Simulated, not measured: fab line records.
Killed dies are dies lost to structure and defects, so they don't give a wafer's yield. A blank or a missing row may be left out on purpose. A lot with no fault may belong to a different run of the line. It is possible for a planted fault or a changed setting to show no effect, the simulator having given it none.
fab line records	flow n5-finfet
[record] lots = 6	wafers = 18	last-day = 17
route steps=1938 shown BEOL_M5@1188 BEOL_M6@1194 PASSIVATION@1936
lots with no fault: from the same line, run without faults
start-h: the number of hours between the record's first day and the start of the first shown wafer of the lot	wait-h: hours from the lot's prior step to this one	" repeats the value in the row above	L1.1+2: a single row standing in for several wafers	- no value, or no start given	* or withheld: withheld	< > ~ a bound
route shown NAME@n: names a module that has steps shown in the file, with the first one's number in the route	usual: mean/standard deviation of fault-free wafers	same: alike in all rows	chamber/n: place in a boat	sites: the reading at each site	_std_site: the standard deviation of these	_edge_site: outer sites' mean less inner sites'	radius-mm: how far each site lies from the wafer's centre	mask NAME#n: copy n	behind: tool/chamber where the wafer was last shaped	hold: reason for holding the lot/hours on hold/outcome of the hold	device: transistor that didn't switch, given as n, p or np	end of line: the tests these same wafers got at the end of their route	a step without rows: its recipe alone	killed: at the first sort, the dies lost to defects and structure; wafer yield is something else	map: a wafer's dies, marking killed ones x, the rest . and places with no die _
set.NAME: the run value of the setting; set.NAME@STEP: its run value at that earlier step	model.NAME: the simulator's own value behind a step, which no gauge read
lots at selected steps of the route; one table per step, one row per wafer
services: from which hour (start-h, from the record's first day; less than 0 if before it) a tool's chamber was out of use, for how many hours, and why
[[steps]]
[step N5_BEOL_M5_PRE_CLEAN_77]
[recipe] gas = NH3/H2	time-s = 15	temp-c = *	rf-power-w = 300
[usual] heater-power-w = 92/12
lot.wafer	tool	chamber	start-h	wait-h	heater-power-w
L112.2	cvd-co-01	1	220.71	0.2	90
L112.3	"	1	"	"	89
L112.5	"	1	"	"	89
L115.3	cvd-co-01	1	233.42	0.1	91
L115.4	"	0	"	"	81
L115.6	"	1	"	"	92
L127.2	cvd-co-02	1	305.32	0.0	88
L127.5	"	1	"	"	91
L127.6	"	0	"	"	99
L124.3	cvd-co-02	0	311.94	0.1	97
L124.5	"	1	"	"	88
L124.6	"	0	"	"	96
L128.1	cvd-co-01	0	313.25	0.0	83
L128.2	"	1	"	"	90
L128.5	"	1	"	"	89
L129.1	cvd-co-02	0	317.63	0.0	99
L129.3	"	0	"	"	98
L129.5	"	1	"	"	90
[step N5_BEOL_M5_CO_CAP_78]
[recipe] material = Co	target-thk-a = 20	temp-c = 200	precursor = CCTBA/H2	pressure-torr = 30	time-s = 102.1
[usual] chamber-pressure-Torr = 30.00/0.07	heater-power-w = 244/15
lot.wafer	tool	chamber	start-h	wait-h	chamber-pressure-Torr	heater-power-w
L112.2	cvd-co-01	1	220.77	0.0	30.05	249
L112.3	"	1	"	"	29.89	246
L112.5	"	1	"	"	29.93	237
L115.3	cvd-co-01	1	233.49	0.1	29.99	242
L115.4	"	0	"	"	30.16	227
L115.6	"	1	"	"	30.00	239
L127.2	cvd-co-02	1	305.38	0.0	29.98	241
L127.5	"	1	"	"	29.88	240
L127.6	"	0	"	"	29.91	258
L124.3	cvd-co-02	0	312.02	0.1	29.91	250
L124.5	"	1	"	"	30.15	243
L124.6	"	0	"	"	29.90	252
L128.1	cvd-co-01	0	313.31	0.0	30.04	238
L128.2	"	1	"	"	29.95	244
L128.5	"	1	"	"	29.96	236
L129.1	cvd-co-02	0	317.69	0.0	30.00	249
L129.3	"	0	"	"	30.03	254
L129.5	"	1	"	"	29.93	242
[step N5_BEOL_M5_PRE_CLEAN_55]
[recipe] gas = NH3	time-s = 15	temp-c = withheld	rf-power-w = 300
[step N5_BEOL_M5_DEP_56]
[recipe] material = SiCN	target-thk-a = 80	temp-c = withheld	precursor = 3MS/NH3	pressure-torr = 3	rf-w = 202	time-s = 14
[usual] chamber-pressure-Torr = 2.999/0.0068	showerhead-plenum-p-Torr = 3.661/0.014	throttle-valve-pct = 9.2/0.43
lot.wafer	tool	chamber	start-h	wait-h	chamber-pressure-Torr	showerhead-plenum-p-Torr	throttle-valve-pct
L112.2	pecvd-01	2	220.94	0.0	2.992	3.670	8.8
L112.3	"	0	"	"	3.000	3.658	9.2
L112.5	"	2	"	"	2.991	3.673	9.0
L115.3	pecvd-04	0	233.64	0.0	3.005	3.640	9.5
L115.4	"	1	"	"	2.993	3.678	9.9
L115.6	"	1	"	"	3.002	3.683	9.7
L127.2	pecvd-04	2	305.53	0.0	2.998	3.637	8.8
L127.5	"	0	"	"	2.998	3.646	9.7
L127.6	"	2	"	"	3.003	3.648	8.9
L124.3	pecvd-04	0	312.15	0.0	3.014	3.638	9.5
L124.5	"	0	"	"	3.003	3.653	9.5
L124.6	"	1	"	"	2.997	3.685	9.7
L128.1	pecvd-02	1	313.46	0.0	2.997	3.658	9.0
L128.2	"	2	"	"	3.009	3.658	9.0
L128.5	"	2	"	"	3.007	3.672	9.2
L129.1	pecvd-01	2	317.85	0.0	2.988	3.666	8.6
L129.3	"	0	"	"	2.985	3.645	9.1
L129.5	"	2	"	"	2.993	3.663	8.2
[step N5_BEOL_M5_RS_MEAS_57]
[recipe] thk-meas-gauge = four-point-probe	reads = Co_of_BEOL_M5_CO_CAP_78+Cu_of_BEOL_M5_ECD_50+Co_of_BEOL_M5_CVD_47+TaN_of_BEOL_M5_ALD_86
[usual] M5_RS = 0.395/0.012
lot.wafer	tool	chamber	start-h	wait-h	M5_RS[ohm/sq]
L112.2	film-metro-02	-	221.02	0.1	0.385
L112.3	"	-	"	"	0.394
L112.5	"	-	"	"	0.391
L115.3	film-metro-01	-	233.71	0.1	0.398
L115.4	"	-	"	"	0.419
L115.6	"	-	"	"	0.399
L127.2	film-metro-01	-	305.60	0.1	0.405
L127.5	"	-	"	"	0.401
L127.6	"	-	"	"	0.390
L124.3	film-metro-02	-	312.21	0.1	0.404
L124.5	"	-	"	"	0.388
L124.6	"	-	"	"	0.385
L128.1	film-metro-02	-	313.53	0.0	0.397
L128.2	"	-	"	"	0.385
L128.5	"	-	"	"	0.410
L129.1	film-metro-01	-	317.94	0.1	0.412
L129.3	"	-	"	"	0.408
L129.5	"	-	"	"	0.413
[step N5_BEOL_M5_INSPECT_58]
[recipe] inspect-instrument = darkfield	mode = post-dep
[usual] raw-defect-count = 73/21
lot.wafer	tool	chamber	start-h	wait-h	raw-defect-count
L112.2	defect-inspect-02	-	221.05	0.0	68
L112.3	"	-	"	"	39
L112.5	"	-	"	"	62
L115.3	defect-inspect-01	-	233.73	0.0	54
L115.4	"	-	"	"	78
L115.6	"	-	"	"	112
L127.2	defect-inspect-01	-	305.63	0.0	46
L127.5	"	-	"	"	57
L127.6	"	-	"	"	69
L124.3	defect-inspect-02	-	312.24	0.0	61
L124.5	"	-	"	"	79
L124.6	"	-	"	"	101
L128.1	defect-inspect-01	-	313.55	0.0	58
L128.2	"	-	"	"	63
L128.5	"	-	"	"	107
L129.1	defect-inspect-02	-	317.96	0.0	58
L129.3	"	-	"	"	72
L129.5	"	-	"	"	37
[step N5_BEOL_M6_ILD_DEP_00]
[recipe] material = SiCOH_lowk	target-thk-a = 1797.5	temp-c = 300	precursor = DEMS/porogen	pressure-torr = 5	rf-w = 500	time-s = 33.4
[step N5_BEOL_M6_CURE_74]
[recipe] temp-c = 385	time-s = 240	ambient = He/Ar	material = SiCOH_lowk
[step N5_BEOL_M6_THK_MEAS_01]
[recipe] reads = SiCOH_lowk_of_BEOL_M6_ILD_DEP_00
[usual] M6_ILD_THK = 155.0/2
lot.wafer	tool	chamber	start-h	wait-h	M6_ILD_THK[nm]
L112.2	film-metro-01	-	221.93	0.4	153.1
L112.3	"	-	"	"	152.6
L112.5	"	-	"	"	155.0
L115.3	film-metro-02	-	234.35	0.3	152.9
L115.4	"	-	"	"	155.5
L115.6	"	-	"	"	154.5
L127.2	film-metro-02	-	307.68	1.3	154.1
L127.5	"	-	"	"	158.1
L127.6	"	-	"	"	156.7
L124.3	film-metro-01	-	312.85	0.3	156.0
L124.5	"	-	"	"	155.4
L124.6	"	-	"	"	156.9
L128.1	film-metro-01	-	314.65	0.8	155.1
L128.2	"	-	"	"	157.1
L128.5	"	-	"	"	159.7
L129.1	film-metro-02	-	318.57	0.4	150.9
L129.3	"	-	"	"	152.1
L129.5	"	-	"	"	155.5
[step N5_BEOL_M6_PECVD_70]
[recipe] material = SiO2	target-thk-a = 200	temp-c = 400	precursor = TEOS/O2	pressure-torr = 5.5	rf-w = 450	teos-flow-sccm = 53.8	gas = O2	flow-sccm = 3000	time-s = 22.7
[step N5_BEOL_M6_HM_DEP_02]
[recipe] material = TiN	target-thk-a = 200	temp-c = 25	chamber-pressure-pa = 0.49996
[usual] throttle-valve-pct = 30.0/1.1
lot.wafer	tool	chamber	start-h	wait-h	throttle-valve-pct
L112.2	pvd-sputter-01	-	223.07	1.1	29.7
L112.3	"	-	"	"	30.0
L112.5	"	-	"	"	30.3
L115.3	pvd-sputter-02	-	235.02	0.6	29.1
L115.4	"	-	"	"	31.1
L115.6	"	-	"	"	31.1
L127.2	pvd-sputter-01	-	309.21	1.5	29.0
L127.5	"	-	"	"	28.9
L127.6	"	-	"	"	29.3
L124.3	pvd-sputter-02	-	314.28	1.4	31.1
L124.5	"	-	"	"	27.1
L124.6	"	-	"	"	30.8
L128.1	pvd-sputter-03	-	315.07	0.4	31.2
L128.2	"	-	"	"	30.7
L128.5	"	-	"	"	30.1
L129.1	pvd-sputter-03	-	320.44	1.8	31.4
L129.3	"	-	"	"	30.0
L129.5	"	-	"	"	30.8
[step N5_BEOL_M6_COAT_59]
[recipe] resist = SOC	temp-c = 250	time-s = 60	spin-rpm = 1500	resist-thk-nm = 100
[step N5_BEOL_M6_COAT_60]
[recipe] resist = SiARC	temp-c = 220	time-s = 60	spin-rpm = 1500	resist-thk-nm = 35
[usual] spin-speed-rpm = 1500.0/1
lot.wafer	tool	chamber	start-h	wait-h	spin-speed-rpm	model.SiARC_of_BEOL_M6_COAT_60.thk-nm
L112.2	litho-track-01	0	223.20	-	1499.3	35
L112.3	"	0	"	"	1500.9	35
L112.5	"	0	"	"	1499.9	35
L115.3	litho-track-05	0	235.15	-	1500.3	35.2
L115.4	"	0	"	"	1500.6	35.2
L115.6	"	0	"	"	1500.3	35.2
L127.2	litho-track-01	0	309.34	-	954.1	44
L127.5	"	0	"	"	953.9	44
L127.6	"	0	"	"	952.6	44
L124.3	litho-track-01	0	314.41	-	952.4	43.6
L124.5	"	0	"	"	954.3	43.6
L124.6	"	0	"	"	954.7	43.6
L128.1	litho-track-05	0	315.20	-	1501.2	35
L128.2	"	0	"	"	1500.6	35
L128.5	"	0	"	"	1499.8	35
L129.1	litho-track-03	0	320.57	-	1500.1	35.2
L129.3	"	0	"	"	1500.0	35
L129.5	"	0	"	"	1502.3	35.2
[step N5_BEOL_M6_COAT_05]
[recipe] resist = CAR-ArF	spin-rpm = 1500	resist-thk-nm = 90
[step N5_BEOL_M6_EBR_07]
[recipe] solvent = PGMEA	ebr-width-mm = 1.5
[step N5_BEOL_M6_SOFTBAKE_06]
[recipe] temp-c = 110	time-s = 60	resist = CAR-ArF
[step N5_BEOL_M6_EXPOSE_08]
[recipe] mask-id = M6	na = 1.35	source-shape = dipole	sigma-inner = 0.817	sigma-outer = 0.97	polarization = te	dose-mj = 68.25
[step N5_BEOL_M6_PEB_09]
[recipe] peb-temp-c = withheld	peb-time-s = 60	resist = CAR-ArF
[step N5_BEOL_M6_DEVELOP_10]
[recipe] develop-time-s = 30	developer = TMAH	resist = CAR-ArF	rinse-liquid = diw	dry = air-spin	dev-temp-c = 23
[step N5_BEOL_M6_CD_MEAS_11]
[recipe] target-cd-nm = 38.5	landing-energy-ev = 500	detector = se-inlens	polarity = opening
[usual] cd-nm = 38.4/0.45
lot.wafer	tool	chamber	start-h	wait-h	cd-nm
L112.2	cd-sem-02	0	223.45	-	39.1
L112.3	"	0	"	"	38.4
L112.5	"	0	"	"	39.2
L115.3	cd-sem-03	0	235.52	-	38.2
L115.4	"	0	"	"	38.2
L115.6	"	0	"	"	38.4
L127.2	cd-sem-02	0	309.58	-	38.7
L127.5	"	0	"	"	38.5
L127.6	"	0	"	"	38.2
L124.3	cd-sem-03	0	314.66	-	37.4
L124.5	"	0	"	"	38.7
L124.6	"	0	"	"	38.3
L128.1	cd-sem-03	0	315.44	-	37.9
L128.2	"	0	"	"	38.6
L128.5	"	0	"	"	38.0
L129.1	cd-sem-03	0	320.93	-	39.1
L129.3	"	0	"	"	38.6
L129.5	"	0	"	"	37.9
[step N5_BEOL_M6_OVL_MEAS_12]
[recipe] points-per-wafer = 44
[usual] M6_OVL = -0.5/0.55
lot.wafer	tool	chamber	start-h	wait-h	M6_OVL[nm]
L112.2	overlay-01	0	223.48	0.0	-1.4
L112.3	"	0	"	"	-1.9
L112.5	"	0	"	"	-0.9
L115.3	overlay-01	0	235.55	0.0	-0.4
L115.4	"	0	"	"	0.0
L115.6	"	0	"	"	-0.9
L127.2	overlay-01	0	309.61	0.0	-0.1
L127.5	"	0	"	"	-0.3
L127.6	"	0	"	"	0.0
L124.3	overlay-01	0	314.68	0.0	-0.3
L124.5	"	0	"	"	-0.3
L124.6	"	0	"	"	-0.5
L128.1	overlay-01	0	315.47	0.0	-0.3
L128.2	"	0	"	"	-1.1
L128.5	"	0	"	"	-0.3
L129.1	overlay-01	0	320.96	0.0	-0.7
L129.3	"	0	"	"	-0.3
L129.5	"	0	"	"	-0.3
[step N5_BEOL_M6_INSPECT_13]
[recipe] mode = adi	inspect-instrument = brightfield
[usual] raw-defect-count = 419/88
lot.wafer	tool	chamber	start-h	wait-h	raw-defect-count
L112.2	defect-inspect-01	-	223.50	0.0	487
L112.3	"	-	"	"	322
L112.5	"	-	"	"	455
L115.3	defect-inspect-01	-	235.57	0.0	365
L115.4	"	-	"	"	400
L115.6	"	-	"	"	454
L127.2	defect-inspect-01	-	309.67	0.1	436
L127.5	"	-	"	"	446
L127.6	"	-	"	"	351
L124.3	defect-inspect-01	-	314.71	0.0	280
L124.5	"	-	"	"	417
L124.6	"	-	"	"	445
L128.1	defect-inspect-01	-	315.50	0.0	280
L128.2	"	-	"	"	288
L128.5	"	-	"	"	404
L129.1	defect-inspect-02	-	320.99	0.0	475
L129.3	"	-	"	"	411
L129.5	"	-	"	"	499
[step N5_BEOL_M6_DESCUM_16]
[recipe] chemistry = O2	time-s = 7.9	source-power-w = 50	bias-power-w = 20	pressure-mtorr = 20	rf-frequency-hz = 2.712e+07	temp-c = 40	resist = CAR-ArF	o2-flow-sccm = 225
[usual] drypump-motor-current-A = 5.9/0.35	oes-product-au = 0.78/0.091	rf-vpp-V = 242.9/1.4	showerhead-plenum-p-Torr = 2.07/0.069	throttle-valve-pct = 20.36/0.19
lot.wafer	tool	chamber	start-h	wait-h	drypump-motor-current-A	oes-product-au	rf-hours-counter-h	rf-vpp-V	showerhead-plenum-p-Torr	throttle-valve-pct
L112.2	rie-diel-04	3	224.21	0.7	5.1	0.86	45	242.5	2.12	20.52
L112.3	"	1	"	"	6.3	0.80	101	242.9	2.02	20.05
L112.5	"	1	"	"	6.3	0.80	-	240.8	2.02	20.06
L115.3	rie-diel-04	2	235.61	0.0	6.1	0.70	242	245.8	2.05	20.52
L115.4	"	0	"	"	5.7	0.89	26	245.6	2.22	20.05
L115.6	"	2	"	"	6.1	0.70	-	241.8	2.05	20.52
L127.2	rie-diel-04	0	309.70	0.0	5.7	0.86	52	245.3	2.21	20.09
L127.5	"	3	"	"	5.1	0.83	-	243.4	2.11	20.57
L127.6	"	0	"	"	5.7	0.86	-	244.6	2.21	20.10
L124.3	rie-diel-02	3	314.74	0.0	5.5	0.83	59	244.1	2.11	20.43
L124.5	"	3	"	"	5.5	0.83	-	244.1	2.11	20.44
L124.6	"	2	"	"	5.9	0.70	-	244.7	2.17	20.52
L128.1	rie-diel-03	3	315.53	0.0	5.9	0.68	240	241.6	1.97	20.71
L128.2	"	1	"	"	6.6	0.96	19	242.5	2.06	20.38
L128.5	"	3	"	"	5.9	0.67	-	242.5	1.97	20.71
L129.1	rie-diel-02	3	321.02	0.0	5.5	0.84	61	242.4	2.11	20.43
L129.3	"	2	"	"	5.9	0.71	215	244.3	2.16	20.51
L129.5	"	2	"	"	5.9	0.71	-	243.8	2.16	20.51
[step N5_BEOL_M6_ETCH_61]
[recipe] chemistry = CF4	target = SiARC	target-depth-a = 455	mask-material = CAR-ArF	time-s = 75.8	ion-energy-ev = 80	pressure-mtorr = 40	source-w = 545	bias-w = 36	Ar_flow_sccm = 100	cf4-flow-sccm = 100	ends = cleared
[usual] drypump-motor-current-A = 5.9/0.35	etch-rf-on-time-s = 76.7/1.6	oes-product-au = 0.67/0.077	rf-vpp-V = 183.9/1.2	showerhead-plenum-p-Torr = 2.12/0.067	throttle-valve-pct = 15.58/0.18
lot.wafer	tool	chamber	start-h	wait-h	drypump-motor-current-A	etch-rf-on-time-s	oes-product-au	rf-hours-counter-h	rf-vpp-V	showerhead-plenum-p-Torr	throttle-valve-pct	model.etch.depth-nm	model.CAR-ArF_of_BEOL_M6_COAT_05.thk-nm
L112.2	rie-diel-04	3	224.24	0.0	5.1	75.3	0.74	45	185.4	2.18	15.67	35.02	50.8
L112.3	"	1	"	"	6.3	75.5	0.69	101	184.0	2.07	15.26	34.9	50.8
L112.5	"	1	"	"	6.2	75.1	0.69	-	184.1	2.07	15.24	35.06	50.6
L115.3	rie-diel-04	2	235.64	0.0	6.1	77.4	0.60	242	182.6	2.09	15.70	35.17	51.2
L115.4	"	0	"	"	5.8	76.0	0.76	26	186.8	2.28	15.26	35.25	51.2
L115.6	"	2	"	"	6.1	77.2	0.60	-	183.1	2.09	15.72	35.11	50.8
L127.2	rie-diel-04	0	309.74	0.0	5.8	95.6	0.73	52	183.2	2.27	15.33	44.06	42.4
L127.5	"	3	"	"	5.1	94.4	0.71	-	184.8	2.17	15.73	44.04	42.8
L127.6	"	0	"	"	5.8	95.1	0.73	-	185.7	2.27	15.31	44.04	42.6
L124.3	rie-diel-02	3	314.78	0.0	5.5	96.1	0.70	59	184.5	2.17	15.63	43.62	43
L124.5	"	3	"	"	5.5	95.5	0.70	-	184.0	2.17	15.65	43.58	43
L124.6	"	2	"	"	5.9	97.0	0.59	-	185.3	2.19	15.58	43.59	43
L128.1	rie-diel-03	3	315.57	0.0	5.8	77.4	0.58	240	183.3	2.03	15.95	34.97	50.6
L128.2	"	1	"	"	6.6	76.0	0.81	19	183.2	2.10	15.44	34.95	50.4
L128.5	"	3	"	"	5.9	77.7	0.58	-	182.2	2.03	15.96	34.99	50.8
L129.1	rie-diel-02	3	321.06	0.0	5.5	77.8	0.70	61	183.1	2.17	15.64	35.13	51.4
L129.3	"	2	"	"	5.9	78.9	0.59	215	184.3	2.19	15.59	35.1	51.4
L129.5	"	2	"	"	5.9	78.6	0.59	-	184.3	2.19	15.61	35.13	51.2
[step N5_BEOL_M6_ETCH_62]
[recipe] chemistry = N2/H2	target = SOC	target-depth-a = 1100	overetch-a = 220	mask-material = SiARC	temp-c = 40	time-s = 165	ion-energy-ev = 200	pressure-mtorr = 30	source-w = 840	bias-w = 150	n2-flow-sccm = 200	h2-flow-sccm = 200
[usual] drypump-motor-current-A = 5.9/0.35	oes-product-au = 0.66/0.073	rf-vpp-V = 523.3/2.3	showerhead-plenum-p-Torr = 2.52/0.085	throttle-valve-pct = 17.81/0.19
lot.wafer	tool	chamber	start-h	wait-h	drypump-motor-current-A	oes-product-au	rf-hours-counter-h	rf-vpp-V	showerhead-plenum-p-Torr	throttle-valve-pct	model.SiARC_of_BEOL_M6_COAT_60.thk-nm
L112.2	rie-diel-04	3	224.30	0.0	5.1	0.73	45	525.0	2.60	18.05	28
L112.3	"	1	"	"	6.2	0.68	101	521.4	2.46	17.40	28.4
L112.5	"	1	"	"	6.3	0.68	-	521.7	2.46	17.41	28.4
L115.3	rie-diel-04	2	235.70	0.0	6.1	0.60	242	522.3	2.51	18.06	28.4
L115.4	"	0	"	"	5.8	0.75	26	527.3	2.70	17.47	28.6
L115.6	"	2	"	"	6.1	0.60	-	523.4	2.51	18.05	28.4
L127.2	rie-diel-04	0	309.79	0.0	5.8	0.72	52	530.1	2.69	17.51	37.4
L127.5	"	3	"	"	5.1	0.71	-	525.5	2.59	18.08	37.2
L127.6	"	0	"	"	5.8	0.72	-	527.5	2.69	17.52	37.4
L124.3	rie-diel-02	3	314.83	0.0	5.5	0.70	59	523.3	2.58	17.87	37
L124.5	"	3	"	"	5.5	0.70	-	525.0	2.58	17.89	37
L124.6	"	2	"	"	5.9	0.60	-	526.8	2.62	17.92	37.2
L128.1	rie-diel-03	3	315.62	0.0	5.9	0.58	241	520.1	2.39	18.13	28.4
L128.2	"	1	"	"	6.6	0.80	19	523.0	2.48	17.64	28.4
L128.5	"	3	"	"	5.9	0.58	-	520.7	2.39	18.13	28.4
L129.1	rie-diel-02	3	321.11	0.0	5.5	0.70	62	524.6	2.58	17.89	28.4
L129.3	"	2	"	"	5.9	0.60	215	525.0	2.62	17.91	28.8
L129.5	"	2	"	"	5.9	0.60	-	527.3	2.62	17.92	28.8
[step N5_BEOL_M6_STRIP_68]
[recipe] chemistry = N2/H2	temp-c = 40	n2-flow-sccm = 200	h2-flow-sccm = 200	rf-frequency-hz = 6e+07
[step N5_PASSIVATION_PROBE_49]
[usual] defect-limited-yield = 91.2/1.6	killed_at_M0_to_M3 = 31/10	killed_at_M4_up = 14/4.4	killed-at-contacts = 13/6	killed-at-front-end = 43/13	killed-at-other = 3.5/2.6	killed-dies = 104/18	killed-open = 68/14	killed-short = 34/8.1	sort_bin_4_leakage = 0.01/0.073	sort_bin_5_function = 5.1/1.1	sort_bin_6_memory = 3.3/0.68	sort-n-pass = 1076/18	sort-yield-pct = 91.2/1.6
[same] gross-dies = 1180	killed-at-back-side = 0	sort_bin_8_speed[%] = 0
lot.wafer	tool	chamber	start-h	wait-h	defect-limited-yield[%]	killed_at_M0_to_M3	killed_at_M4_up	killed-at-contacts	killed-at-front-end	killed-at-other	killed-dies	killed-open	killed-short	sort_bin_4_leakage[%]	sort_bin_5_function[%]	sort_bin_6_memory[%]	sort-n-pass	sort-yield-pct[%]
L115.3	prober-02	-	317.54	0.1	90.6	42	17	16	34	2	111	73	35	0	5.5	3.6	1069	90.6
L115.4	prober-02	-	317.59	0.2	92.3	16	14	11	44	6	91	56	35	0	4.2	3.4	1089	92.3
L115.6	prober-02	-	317.69	0.3	90.3	32	8	20	53	1	114	70	43	0	5.3	3.9	1066	90.3
// killed by level:class
L115.3 MOL_CONTACT_COAG:geometric-particle:open=16 BEOL_M2:geometric-particle:open=11 FIN_SAQP:geometric-particle:short=10 FIN_SAQP:geometric-particle:open=9 STI_FIN_REVEAL:geometric-particle:open=6 BEOL_M0_SAQP:geometric-particle:open=6 BEOL_M0:geometric-particle:open=5 BEOL_M5:geometric-particle:open=5
L115.4 MOL_CONTACT_COAG:geometric-particle:open=10 BEOL_M4:geometric-particle:open=10 FIN_SAQP:geometric-particle:open=8 FIN_SAQP:geometric-particle:short=8 STI_FIN_REVEAL:geometric-particle:open=6 STI_FIN_REVEAL:geometric-particle:short=4 STARTING-WAFER:geometric-particle:short=4 BEOL_M2:geometric-particle:open=4
L115.6 MOL_CONTACT_COAG:geometric-particle:open=16 FIN_SAQP:geometric-particle:short=12 FIN_SAQP:geometric-particle:open=7 BEOL_M2:geometric-particle:open=7 DUMMY_GATE:geometric-particle:open=7 BEOL_M0_SAQP:geometric-particle:open=6 GATE_CUT:geometric-particle:short=5 BEOL_M1:geometric-particle:open=5
[[services]]
tool	chamber	start-h	hours	kind
cvd-co-02	-	212.38	6.0	pm
rie-diel-02	0	218.61	13.5	repair
pecvd-04	2	228.25	5.5	scheduled-down
rie-diel-04	3	229.55	4.3	repair
cvd-co-01	0	242.33	9.0	repair
rie-diel-03	1	249.80	-	clean
rie-diel-03	1	249.80	-	consumable-replace:focus-ring
rie-diel-03	1	249.80	19.8	scheduled-down
rie-diel-03	1	249.80	19.8	vent-cycle
pecvd-01	-	250.03	3.0	repair
pvd-sputter-01	-	254.97	2.7	repair
pecvd-01	2	257.90	-	clean
pecvd-01	-	262.76	8.9	repair
rie-diel-04	2	266.04	-	clean
rie-diel-04	2	266.04	-	consumable-replace:focus-ring
rie-diel-04	2	266.04	20.8	scheduled-down
rie-diel-04	2	266.04	20.8	vent-cycle
cvd-co-02	-	266.63	6.9	pm
rie-diel-03	2	280.67	4.3	repair
rie-diel-02	1	282.03	-	clean
rie-diel-02	1	282.03	-	consumable-replace:focus-ring
rie-diel-02	1	282.03	19.3	scheduled-down
rie-diel-02	1	282.03	19.3	vent-cycle
rie-diel-03	0	298.30	15.4	repair
[[key]]
[first-sign] step = N5_BEOL_M6_COAT_60	reading = spin-speed-rpm	direction = down	sigmas = 99+	usual = *	struck = *
[effect] step = N5_BEOL_M6_ETCH_61	reading = etch-rf-on-time-s	direction = up	sigmas = 12	usual = *	struck = *
[model-effect] step = N5_BEOL_M6_COAT_60	value = SiARC_of_BEOL_M6_COAT_60.thk-nm	without = 35	struck = 43.8
[model-effect] step = N5_BEOL_M6_ETCH_61	value = etch.depth-nm	without = 34.94	struck = 43.82
[model-effect] step = N5_BEOL_M6_ETCH_62	value = SiARC_of_BEOL_M6_COAT_60.thk-nm	without = 28.33	struck = 37.2
met-at N5_BEOL_M6_COAT_60
struck-wafers L124.3,L124.5,L124.6,L127.2,L127.5,L127.6
onset-between 223.20 309.34
[fault] kind = process-parameter-drift	tool = litho-track-01	chamber = -	onset-h = 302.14	steps = N5_BEOL_M6_COAT_60	channel = spin-rpm	offset = *	shape = step	end-h = 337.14	acts-in = *	stated = *
